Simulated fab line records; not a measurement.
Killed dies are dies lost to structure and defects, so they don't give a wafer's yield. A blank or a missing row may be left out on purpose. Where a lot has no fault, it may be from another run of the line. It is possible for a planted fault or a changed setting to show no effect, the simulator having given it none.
Struck lot and sound lot, side by side    flow n5-finfet    16 steps out of a route of 1938
Sound: these wafers, L434.1, L434.2, L434.4. Struck: wafer L445.5. (L445.1, L445.2 of the same lot were not struck and are left out.) The cause comes at the end.
Per side, at each step with rows, come the tool, then ch with its chambers, and then its first start. Under that, the readings that differ: sound wafers    struck wafers    difference of the means    sigmas: that difference in standard deviations of wafers without a fault.
alike: readings whose means differ by less than 2 such deviations, and words and numbers that are the same on both sides. not compared: withheld readings, readings that some wafer has no value for, bounds like >300 that may hide the same value, and numbers for which the record gives no deviation and whose values overlap.
A row with sigmas, a row that says differs or no value, or rows on one side alone: a step with any of these is where the two part. Numbers that don't overlap but have no deviation are shown without sigmas and don't part them. Lack of a reading on every wafer of one side parts them only where that side has two or more wafers.

first, 5 steps without rows for these wafers: N5_SD_EPI_N_EBR_05; N5_SD_EPI_N_SOFTBAKE_04 (time 60 s); N5_SD_EPI_N_EXPOSE_06 (exposes mask SD N BLK, target cd 120 nm); N5_SD_EPI_N_PEB_07 (peb time 60 s); N5_SD_EPI_N_DEVELOP_08 (develop time 30 s).
N5_SD_EPI_N_CD_MEAS_09: the cd target is 120 nm.
  sound on cd-sem-01 ch 0, day 5 01:40; struck on cd-sem-01 ch 0, day 7 17:52
  alike: cd-nm
N5_SD_EPI_N_OVL_MEAS_10:
  sound on overlay-01 ch 0, day 5 01:42; struck on overlay-02 ch 0, day 7 17:55
  alike: SD_N_BLK_OVL
N5_SD_EPI_N_INSPECT_11: inspects for defects (macro).
  sound on defect-inspect-01, day 5 01:43; struck on defect-inspect-02, day 7 17:56
reading           sound  struck  difference  sigmas
raw-defect-count  6 1 3  0       -3          -3
N5_SD_EPI_N_DESCUM_14: chemistry O2, time 7.9 s.
  sound on rie-diel-04 ch 0,1,3, day 5 01:45; struck on rie-diel-04 ch 2, day 7 18:04
  alike: drypump-motor-current-A, oes-product-au, rf-vpp-V, showerhead-plenum-p-Torr, throttle-valve-pct
  not compared: rf-hours-counter-h
N5_SD_EPI_N_ETCH_34: etches SiARC in CF4, target depth 45.5 nm, time 75.8 s.
  sound on rie-diel-04 ch 0,1,3, day 5 01:47; struck on rie-diel-04 ch 2, day 7 18:06
  alike: drypump-motor-current-A, etch-rf-on-time-s, mfc-ar-sccm, oes-product-au, rf-vpp-V, showerhead-plenum-p-Torr, throttle-valve-pct
  not compared: rf-hours-counter-h
N5_SD_EPI_N_ETCH_35: etches SOC in N2/H2, overetch 108 nm, time 486 s.
  sound on rie-diel-04 ch 0,1,3, day 5 01:50; struck on rie-diel-04 ch 2, day 7 18:10
  alike: drypump-motor-current-A, oes-product-au, rf-vpp-V, showerhead-plenum-p-Torr, throttle-valve-pct
  not compared: rf-hours-counter-h
then, 1 step without rows for these wafers: N5_SD_EPI_N_STRIP_36 (strips in N2/H2).
N5_SD_EPI_N_ETCHBACK_44: etches SiNx in CH3F/O2, stops on SiO2, target depth 14.5 nm.
  sound on rie-diel-04 ch 0,1,3, day 5 02:10; struck on rie-diel-04 ch 2, day 7 18:29
reading         sound        struck   difference  sigmas
over-etch-frac  0.3 0.3 0.3  0.48493  +0.18493    
  alike: drypump-motor-current-A, mfc-ar-sccm, oes-product-au, rf-vpp-V, showerhead-plenum-p-Torr, throttle-valve-pct
  not compared: rf-hours-counter-h
N5_SD_EPI_N_ETCH_45: etches SiOCN in CH3F/O2, target depth 6 nm.
  sound on rie-diel-04 ch 0,1,3, day 5 02:16; struck on rie-diel-04 ch 2, day 7 18:35
  alike: drypump-motor-current-A, mfc-ar-sccm, oes-product-au, rf-vpp-V, showerhead-plenum-p-Torr, throttle-valve-pct
  not compared: rf-hours-counter-h
-- a jump in the record: the struck wafers' starts before and after are 6 days apart (it breaks off in module SD_EPI_N and resumes in module BEOL_M4, where the first step shown is number 1111 of the route) --
N5_BEOL_M4_RC_MEAS_101:
  sound on prober-01 ch 0, day 10 22:28; struck on prober-02 ch 0, day 13 08:58
  alike: DIBL_N, DIBL_P, IOFF_N, IOFF_P, ION_N, ION_P, SS_N, SS_P, VT_N, VT_P
-- here the record skips 5 days between the struck wafers' starts before and after, leaving off in module BEOL_M4 and picking up in module PASSIVATION (first step shown: number 1936 of the route) --
N5_PASSIVATION_PROBE_49:
  sound on prober-02, day 16 11:22; struck on prober-01, day 18 10:46
  alike: defect-limited-yield, killed_at_M0_to_M3, killed_at_M4_up, killed-at-contacts, killed-at-front-end, killed-at-other, killed-dies, killed-on-rim, killed-open, killed-short, sort_bin_5_function, sort_bin_6_memory, sort-n-pass, sort-yield-pct

WHERE THEY PART
At N5_SD_EPI_N_INSPECT_11 and nowhere else, as far as this record goes. Later steps at which nothing parts them and some readings are alike: N5_SD_EPI_N_DESCUM_14, N5_SD_EPI_N_ETCH_34, N5_SD_EPI_N_ETCH_35, N5_SD_EPI_N_ETCHBACK_44, N5_SD_EPI_N_ETCH_45, N5_BEOL_M4_RC_MEAS_101, N5_PASSIVATION_PROBE_49.

WHY: the cause the simulator had injected
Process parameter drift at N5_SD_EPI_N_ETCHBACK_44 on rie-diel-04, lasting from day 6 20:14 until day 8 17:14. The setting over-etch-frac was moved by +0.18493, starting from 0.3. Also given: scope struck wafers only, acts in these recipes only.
